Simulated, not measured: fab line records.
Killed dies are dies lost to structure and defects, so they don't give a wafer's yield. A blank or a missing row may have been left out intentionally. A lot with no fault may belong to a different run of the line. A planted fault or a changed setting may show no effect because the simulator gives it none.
Which tool is to blame? -- flow nandHarc -- Sampling: 24 lots, 72 wafers, 6 of 1302 route steps

WHAT EACH GAUGE READ, for each wafer
NHARC_A_SLIT_CD_MEAS_21. Usual: cdNm at 289.6 nm, with a standard deviation of 0.78.
lot,measured,on,cdNm (nm),flag
L074,day 19 20:58,cdSem-03,288.3 289.3 288.6,
L075,day 20 13:26,cdSem-01,289.7 289.8 289.1,
L076,day 20 11:05,cdSem-03,288.0 289.9 289.2,
L077,day 21 00:20,cdSem-03,290.1 288.6 289.5,
L078,day 21 17:44,cdSem-01,290.4 291.0 290.7,
L079,day 21 16:29,cdSem-03,290.3 289.7 290.3,
L080,day 22 15:29,cdSem-03,288.5 289.0 288.8,
L081,day 23 03:10,cdSem-01,290.5 290.8 290.9,
L082,day 23 11:19,cdSem-03,290.8 289.9 289.9,
L083,day 23 07:30,cdSem-02,289.8 289.0 289.4,
L084,day 23 21:59,cdSem-02,288.8 288.6 288.7,
L086,day 23 23:32,cdSem-02,288.3 288.6 289.5,
L085,day 23 19:44,cdSem-03,289.2 289.7 289.8,
L087,day 26 01:55,cdSem-03,289.9 290.1 289.8,
L089,day 26 00:08,cdSem-02,289.2 290.0 290.0,
L088,day 26 14:33,cdSem-01,289.2 288.9 289.6,
L090,day 26 14:02,cdSem-03,290.2 290.4 290.5,
L091,day 27 03:40,cdSem-02,289.0 288.6 288.2,
L093,day 27 04:02,cdSem-03,290.1 290.4 290.3,
L092,day 27 21:08,cdSem-03,289.1 289.5 289.8,
L094,day 28 01:49,cdSem-02,288.9 288.8 289.5,
L095,day 28 12:12,cdSem-02,290.0 290.7 290.6,
L097,day 29 12:09,cdSem-02,290.4 291.0 290.7,
L096,day 30 21:01,cdSem-01,288.8 289.2 288.6,

TOOL THAT RAN EACH LOT (tool first, then ch and the chambers of the sampled wafers, then the start)
lot,NHARC_A_STAIRCASE_ETCH_453,NHARC_A_STAIRCASE_DEP_417,NHARC_A_STAIRCASE_ETCH_444,NHARC_A_STAIRCASE_CMP_152,NHARC_A_SLIT_ETCH_29
L074,"rieDiel-11 ch 2,3, day 17 00:42 or earlier","pecvd-04 ch 0,2, day 17 00:42","rieDiel-12 ch 0,1,3, day 18 15:54","cmp-02 ch 1,2,3, day 18 20:17","rieDiel-06 ch 2,3, day 19 20:25"
L075,"rieDiel-11 ch 0,1,2, day 17 14:14 or earlier","pecvd-03 ch 1,2, day 17 14:14","rieDiel-12 ch 0,2,3, day 19 09:17","cmp-01 ch 0,2,3, day 19 13:12","rieDiel-08 ch 0,2, day 20 12:51"
L076,"rieDiel-11 ch 0,1,2, day 17 20:43 or earlier","pecvd-04 ch 0,2, day 17 20:43","rieDiel-04 ch 0,3, day 19 08:40","cmp-03 ch 0,2,3, day 19 14:00","rieDiel-13 ch 1,3, day 20 10:32"
L077,"rieDiel-12 ch 0,3, day 18 04:36 or earlier","pecvd-03 ch 0,2, day 18 04:36","rieDiel-11 ch 0,2,3, day 19 20:03","cmp-01 ch 2,3, day 20 00:21","rieDiel-13 ch 2,3, day 20 23:49"
L078,"rieDiel-11 ch 0,1,3, day 18 18:15 or earlier","pecvd-04 ch 0,1, day 18 18:15","rieDiel-11 ch 0,1,2, day 20 11:50","cmp-03 ch 1,3, day 20 16:11","rieDiel-06 ch 0,1,3, day 21 17:12"
L079,"rieDiel-04 ch 1,2,3, day 18 21:21 or earlier","pecvd-04 ch 1,2, day 18 21:21","rieDiel-12 ch 0,1,2, day 20 11:59","cmp-02 ch 0,2,3, day 20 16:17","rieDiel-08 ch 0,2,3, day 21 15:58"
L080,"rieDiel-11 ch 0,1,2, day 19 21:45 or earlier","pecvd-02 ch 0,1,2, day 19 21:45","rieDiel-11 ch 1,2,3, day 21 12:22","cmp-01 ch 1,2,3, day 21 17:39","rieDiel-08 ch 0,1,3, day 22 14:57"
L081,"rieDiel-12 ch 0,2,3, day 20 05:50 or earlier","pecvd-02 ch 0,1,2, day 20 05:50","rieDiel-11 ch 0,1,2, day 21 23:07","cmp-01 ch 1,2,3, day 22 04:22","rieDiel-13 ch 0,1,2, day 23 02:38"
L082,"rieDiel-11 ch 1,2,3, day 20 12:31 or earlier","pecvd-03 ch 0,1, day 20 12:31","rieDiel-04 ch 1,2,3, day 22 06:22","cmp-01 ch 0,2, day 22 11:11","rieDiel-08 ch 0,2, day 23 10:47"
L083,"rieDiel-04 ch 0,2, day 20 16:21 or earlier","pecvd-04 ch 0,2, day 20 16:21","rieDiel-11 ch 0,1,3, day 22 05:40","cmp-02 ch 1,2, day 22 10:56","rieDiel-06 ch 0,2,3, day 23 06:57"
L084,"rieDiel-12 ch 2,3, day 21 07:58 or earlier","pecvd-03 ch 0,1,2, day 21 07:58","rieDiel-04 ch 0,1,3, day 22 18:39","cmp-01 ch 0,1,3, day 22 23:46","rieDiel-13 ch 0,3, day 23 21:24"
L086,"rieDiel-04 ch 0,2,3, day 21 09:58 or earlier","pecvd-03 ch 0,1,2, day 21 09:58","rieDiel-12 ch 0,3, day 22 17:58","cmp-01 ch 0,2,3, day 22 23:29","rieDiel-06 ch 1,3, day 23 23:00"
L085,"rieDiel-12 ch 0,3, day 21 10:52 or earlier","pecvd-03 ch 0,1, day 21 10:52","rieDiel-11 ch 0,2,3, day 22 17:56","cmp-03 ch 0,1,3, day 22 23:12","rieDiel-13 ch 1,2,3, day 23 19:12"
L087,"rieDiel-12 ch 1,2,3, day 22 21:02 or earlier","pecvd-02 ch 0,1,2, day 22 21:02","rieDiel-04 ch 0,1,3, day 24 17:28","cmp-02 ch 0,1,3, day 24 22:14","rieDiel-08 ch 0,2,3, day 26 01:23"
L089,"rieDiel-11 ch 0,1,3, day 23 01:10 or earlier","pecvd-04 ch 0,1, day 23 01:10","rieDiel-11 ch 0,2, day 24 16:50","cmp-01 ch 0,1,3, day 24 22:07","rieDiel-06 ch 0,3, day 25 23:36"
L088,"rieDiel-04 ch 1,2,3, day 23 20:26 or earlier","pecvd-02 ch 0,1,2, day 23 20:26","rieDiel-11 ch 0,1,3, day 25 11:46","cmp-01 ch 0,2,3, day 25 16:58","rieDiel-06 ch 0,1,2, day 26 14:01"
L090,"rieDiel-04 ch 0,1,3, day 24 01:17 or earlier","pecvd-02 ch 0,2, day 24 01:17","rieDiel-12 ch 0,3, day 25 12:03","cmp-03 ch 0,1,2, day 25 16:52","rieDiel-13 ch 0,1,2, day 26 13:30"
L091,"rieDiel-12 ch 2,3, day 24 10:10 or earlier","pecvd-03 ch 1,2, day 24 10:10","rieDiel-11 ch 1,2, day 26 00:39","cmp-01 ch 0,3, day 26 05:55","rieDiel-06 ch 0,2, day 27 03:08"
L093,"rieDiel-11 ch 1,2, day 24 13:14 or earlier","pecvd-02 ch 0,1, day 24 13:14","rieDiel-04 ch 1,2, day 26 00:07","cmp-02 ch 1,2,3, day 26 05:35","rieDiel-08 ch 3, day 27 03:18"
L092,"rieDiel-12 ch 1,2, day 25 00:01 or earlier","pecvd-04 ch 0,1, day 25 00:01","rieDiel-12 ch 1,3, day 26 17:25","cmp-01 ch 1,2, day 26 22:22","rieDiel-06 ch 0,1, day 27 20:36"
L094,"rieDiel-04 ch 1,2,3, day 25 07:12 or earlier","pecvd-04 ch 1,2, day 25 07:12","rieDiel-11 ch 0,1,2, day 26 23:24","cmp-02 ch 0,2,3, day 27 04:14","rieDiel-06 ch 0,2, day 28 01:13"
L095,"rieDiel-04 ch 0,1,2, day 25 16:19 or earlier","pecvd-04 ch 0,1,2, day 25 16:19","rieDiel-04 ch 1,2,3, day 27 06:49","cmp-01 ch 0,1,2, day 27 12:26","rieDiel-06 ch 0,1,3, day 28 11:40"
L097,"rieDiel-12 ch 0,1,2, day 26 14:40 or earlier","pecvd-04 ch 0,1,2, day 26 14:40","rieDiel-04 ch 1,2, day 28 04:19","cmp-02 ch 0,2,3, day 28 09:38","rieDiel-13 ch 1,3, day 29 11:37"
L096,"rieDiel-04 ch 0,1,2, day 28 00:10 or earlier","pecvd-03 ch 0,1,2, day 28 00:10","rieDiel-11 ch 0,1, day 29 14:30","cmp-03 ch 1,3, day 29 19:46","rieDiel-08 ch 0,1, day 30 20:29"
- NHARC_A_STAIRCASE_ETCH_453: etches the open film in CF4/O2, target depth 30 nm, overetch 3 nm, time 16.5 s.
- NHARC_A_STAIRCASE_DEP_417: deposits Si3N4, target thk 60 nm.
- NHARC_A_STAIRCASE_ETCH_444: etches the open film in C4F8/O2, target depth 20400 nm, time 6800 s.
- NHARC_A_STAIRCASE_CMP_152: polishes.
- NHARC_A_SLIT_ETCH_29: etches the open film in CF4/O2, target depth 100 nm, overetch 10 nm, time 55 s.

WHAT THE TOOLS THEMSELVES READ (means of the sampled wafers that have a number; where no wafer has one, the mark that the record gives instead)
NHARC_A_STAIRCASE_ETCH_453. Usual: for drypumpMotorCurrentA, 5.8 A with a standard deviation of 0.51; for o2FlowSccm, 20.00 sccm with a standard deviation of 0.053; for oesProductAu, 0.998 a.u. with a standard deviation of 0.0075; for rfFwdPowerW, 294.3 W with a standard deviation of 1.6; for rfVppV, 198.1 V with a standard deviation of 1.4; for showerheadPlenumPTorr, 1.35 Torr with a standard deviation of 0.049; for throttleValvePct, 13.398 % with a standard deviation of 0.0087.
lot,tool,drypumpMotorCurrentA (A),o2FlowSccm (sccm),oesProductAu (a.u.),rfFwdPowerW (W),rfVppV (V),showerheadPlenumPTorr (Torr),throttleValvePct (%),flag
L074,rieDiel-11,5.3,20.00,0.998,293.9,198.0,1.34,13.395,
L075,rieDiel-11,6.2,20.01,1.002,293.9,198.3,1.38,13.401,
L076,rieDiel-11,6.2,19.99,0.997,294.6,199.8,1.38,13.403,
L077,rieDiel-12,5.4,19.97,0.992,294.0,197.2,1.30,13.400,
L078,rieDiel-11,5.8,19.98,1.001,293.4,198.4,1.36,13.396,
L079,rieDiel-04,6.3,19.99,0.993,294.3,197.8,1.34,13.397,
L080,rieDiel-11,6.2,19.99,1.000,294.9,197.7,1.38,13.398,
L081,rieDiel-12,5.5,19.99,0.988,294.1,196.8,1.32,13.399,
L082,rieDiel-11,5.8,19.99,1.010,294.4,197.9,1.36,13.401,
L083,rieDiel-04,5.9,20.03,0.992,294.0,197.8,1.34,13.400,
L084,rieDiel-12,5.9,19.92,0.991,293.3,197.3,1.32,13.397,
L086,rieDiel-04,5.8,19.95,0.998,295.7,198.3,1.35,13.393,
L085,rieDiel-12,5.7,20.01,0.999,293.9,196.3,1.29,13.393,
L087,rieDiel-12,5.7,20.04,0.997,293.2,197.6,1.34,13.390,
L089,rieDiel-11,5.8,20.02,0.999,293.3,198.4,1.35,13.402,
L088,rieDiel-04,6.3,19.94,1.001,295.0,200.0,1.41,13.397,
L090,rieDiel-04,5.9,19.96,0.998,294.7,199.0,1.38,13.404,
L091,rieDiel-12,5.9,19.99,0.994,294.1,197.5,1.32,13.405,
L093,rieDiel-11,6.1,20.00,1.008,294.1,199.3,1.37,13.392,
L092,rieDiel-12,5.5,19.96,1.001,293.9,197.7,1.36,13.392,
L094,rieDiel-04,6.2,20.04,1.002,295.0,199.1,1.40,13.397,
L095,rieDiel-04,6.0,20.03,0.991,293.3,198.6,1.36,13.404,
L097,rieDiel-12,5.3,20.01,0.998,293.7,198.0,1.33,13.397,
L096,rieDiel-04,6.0,20.02,0.999,293.9,198.3,1.35,13.399,

NHARC_A_STAIRCASE_DEP_417. Usual: heaterPowerW 744 W, standard deviation 120; rfFwdPowerW 448.9 W, standard deviation 1.3.
lot,tool,heaterPowerW (W),rfFwdPowerW (W),flag
L074,pecvd-04,662,449.1,
L075,pecvd-03,907,450.0,
L076,pecvd-04,668,449.8,
L077,pecvd-03,933,448.4,
L078,pecvd-04,717,447.6,
L079,pecvd-04,796,448.2,
L080,pecvd-02,747,449.9,
L081,pecvd-02,724,448.2,
L082,pecvd-03,717,447.8,
L083,pecvd-04,772,448.0,
L084,pecvd-03,823,448.6,
L086,pecvd-03,785,448.2,
L085,pecvd-03,702,448.8,
L087,pecvd-02,758,449.5,
L089,pecvd-04,585,448.9,
L088,pecvd-02,713,447.6,
L090,pecvd-02,729,449.1,
L091,pecvd-03,738,449.8,
L093,pecvd-02,811,450.5,
L092,pecvd-04,686,449.0,
L094,pecvd-04,772,448.1,
L095,pecvd-04,647,446.9,
L097,pecvd-04,716,449.1,
L096,pecvd-03,705,449.0,

NHARC_A_STAIRCASE_ETCH_444. Usual: oesProductAu 0.932 a.u., standard deviation 0.018; rfFwdPowerW 599.9 W, standard deviation 1.8; rfVppV 808 V, standard deviation 3.8.
lot,tool,oesProductAu (a.u.),rfFwdPowerW (W),rfVppV (V),flag
L074,rieDiel-12,0.927,601.2,806,
L075,rieDiel-12,0.924,598.5,805,
L076,rieDiel-04,0.923,599.8,806,
L077,rieDiel-11,0.980,599.9,810,
L078,rieDiel-11,0.959,598.5,810,
L079,rieDiel-12,0.965,600.0,807,
L080,rieDiel-11,0.921,600.8,808,
L081,rieDiel-11,0.927,597.5,810,
L082,rieDiel-04,0.919,600.9,807,
L083,rieDiel-11,0.928,600.2,809,
L084,rieDiel-04,0.928,600.2,804,
L086,rieDiel-12,0.905,600.3,804,
L085,rieDiel-11,0.925,599.9,808,
L087,rieDiel-04,0.921,600.7,811,
L089,rieDiel-11,0.927,599.0,810,
L088,rieDiel-11,0.925,601.5,809,
L090,rieDiel-12,0.973,600.4,802,
L091,rieDiel-11,0.934,600.8,810,
L093,rieDiel-04,0.923,600.2,812,
L092,rieDiel-12,0.927,599.6,806,
L094,rieDiel-11,0.956,598.1,809,
L095,rieDiel-04,0.927,599.2,811,
L097,rieDiel-04,0.923,601.9,813,
L096,rieDiel-11,0.935,598.3,809,

NHARC_A_STAIRCASE_CMP_152. Usual: motorCurrentA at 12.1 A, with a standard deviation of 1.2.
lot,tool,motorCurrentA (A),flag
L074,cmp-02,11.1,
L075,cmp-01,12.4,
L076,cmp-03,12.4,
L077,cmp-01,11.9,
L078,cmp-03,11.1,
L079,cmp-02,11.5,
L080,cmp-01,12.0,
L081,cmp-01,12.1,
L082,cmp-01,13.0,
L083,cmp-02,11.2,
L084,cmp-01,13.0,
L086,cmp-01,12.6,
L085,cmp-03,11.5,
L087,cmp-02,12.2,
L089,cmp-01,12.6,
L088,cmp-01,12.5,
L090,cmp-03,12.0,
L091,cmp-01,13.6,
L093,cmp-02,11.0,
L092,cmp-01,11.0,
L094,cmp-02,11.5,
L095,cmp-01,11.9,
L097,cmp-02,11.3,
L096,cmp-03,11.0,

NHARC_A_SLIT_ETCH_29. Usual: for drypumpMotorCurrentA, 5.5 A with a standard deviation of 0.47; for o2FlowSccm, 20.01 sccm with a standard deviation of 0.061; for oesProductAu, 1.003 a.u. with a standard deviation of 0.0083; for rfFwdPowerW, 297.0 W with a standard deviation of 1.4; for rfVppV, 197.1 V with a standard deviation of 1.3; for showerheadPlenumPTorr, 1.30 Torr with a standard deviation of 0.051; for throttleValvePct, 13.398 % with a standard deviation of 0.0094.
lot,tool,drypumpMotorCurrentA (A),o2FlowSccm (sccm),oesProductAu (a.u.),rfFwdPowerW (W),rfVppV (V),showerheadPlenumPTorr (Torr),throttleValvePct (%),flag
L074,rieDiel-06,5.2,20.07,0.999,295.4,197.8,1.32,13.409,
L075,rieDiel-08,5.6,20.03,0.997,298.2,197.6,1.33,13.402,
L076,rieDiel-13,5.6,20.06,1.009,296.8,196.2,1.27,13.405,
L077,rieDiel-13,5.9,19.91,1.007,297.6,197.3,1.28,13.409,
L078,rieDiel-06,5.8,19.94,1.007,296.8,196.6,1.25,13.399,
L079,rieDiel-08,5.9,19.99,1.003,297.8,197.0,1.31,13.395,
L080,rieDiel-08,5.7,19.96,1.005,297.8,198.2,1.36,13.390,
L081,rieDiel-13,5.1,19.99,1.008,297.6,197.6,1.30,13.398,
L082,rieDiel-08,5.6,20.00,1.006,298.5,197.3,1.33,13.410,
L083,rieDiel-06,5.3,20.01,0.997,296.2,197.2,1.29,13.396,
L084,rieDiel-13,5.5,20.04,1.008,295.8,196.5,1.26,13.396,
L086,rieDiel-06,5.8,19.98,0.992,297.4,195.7,1.25,13.396,
L085,rieDiel-13,5.5,20.04,0.999,297.3,197.0,1.29,13.391,
L087,rieDiel-08,5.8,19.99,0.995,296.7,197.0,1.31,13.399,
L089,rieDiel-06,5.5,20.01,1.001,296.2,195.9,1.25,13.401,
L088,rieDiel-06,5.6,20.02,1.003,296.4,197.0,1.29,13.407,
L090,rieDiel-13,5.1,20.01,1.011,297.2,197.0,1.30,13.404,
L091,rieDiel-06,5.1,20.00,0.999,295.6,196.8,1.33,13.396,
L093,rieDiel-08,6.2,20.04,1.014,295.3,197.6,1.32,13.406,
L092,rieDiel-06,6.0,20.04,0.992,297.2,196.3,1.26,13.397,
L094,rieDiel-06,5.1,20.08,1.004,294.9,196.7,1.32,13.387,
L095,rieDiel-06,5.8,19.97,1.004,296.5,196.3,1.25,13.406,
L097,rieDiel-13,5.6,19.97,1.005,297.2,196.9,1.27,13.401,
L096,rieDiel-08,5.4,19.97,1.006,297.6,198.3,1.37,13.398,

THE ANSWER, worked out from the rows above alone
Rule: lot off if the mean of its wafers having a number is beyond 3 standard deviations from the usual mean. A lot without any number at a reading at which 4 lots or more have one is off too. Any other lot the step has rows for is counted as sound. The gauges are gone through in route order, then the tools' own readings, and for those a lot's mean is taken as printed above. At the first step where some lot is off, the reading lying furthest off is the one used; lots without a number count as furthest.
Across all readings shown, no lot is off: no conclusion can be drawn from this.

WHAT HAD BEEN PUT IN BY THE SIMULATOR
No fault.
